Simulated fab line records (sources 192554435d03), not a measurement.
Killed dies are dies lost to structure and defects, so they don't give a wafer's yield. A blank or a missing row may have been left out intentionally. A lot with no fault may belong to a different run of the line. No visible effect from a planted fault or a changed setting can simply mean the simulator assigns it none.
Chamber matching    flow n5-finfet    N5_BEOL_M0_SAQP_MANDREL_ETCH_103 on rie-si-02 has 4 sister chambers
The step etches a-Si in HBr/Cl2, stops on SiCN, target depth 45 nm, bt time 10 s, time 27 s. 7 wafers are shown with their chamber, then 8 later ones without.

WAFERS PAIRED WITH THEIR CHAMBERS
wafer   chamber  drypump-motor-current-A (A)  throttle-valve-pct (%)
L084.5  2        6.4                          35.25
L087.3  3        5.7                          35.01
L087.6  1        5.7                          35.10
L088.2  2        6.5                          35.28
L088.3  0        5.8                          35.44
L088.4  1        5.7                          35.12
L093.2  3        5.7                          35.02

WAFERS WITH NO CHAMBER GIVEN
wafer   drypump-motor-current-A (A)  throttle-valve-pct (%)
L093.3  5.8                          35.42
L093.4  5.7                          35.10
L095.2  6.5                          35.26
L095.5  5.8                          34.99
L095.6  6.5                          35.25
L096.1  5.8                          35.44
L096.2  6.4                          35.26
L096.5  5.7                          35.02

CHAMBER TAKEN BY EACH
wafer   from the rows above  in truth
L093.3  0                    0
L093.4  1                    1
L095.2  2                    2
L095.5  3                    3
L095.6  2                    2
L096.1  0                    0
L096.2  2                    2
L096.5  3                    3
8 of 8 placed correctly. Can't be placed from these rows: 0. 0 placed wrongly.
How it was worked out, from the rows above alone: a wafer's distance from a chamber is the root of the sum, over the readings, of the square of ((its reading less the chamber's mean) divided by the reading's scatter). The wafer belongs to the nearest chamber; if the next one is less than 2 further off, it can't be placed. The mean given for a chamber averages the wafers shown for that chamber. How the scatter is found: for the shown wafers, subtract from each reading the mean of its chamber, square and add these, divide the total by (wafers less chambers), then take the root.
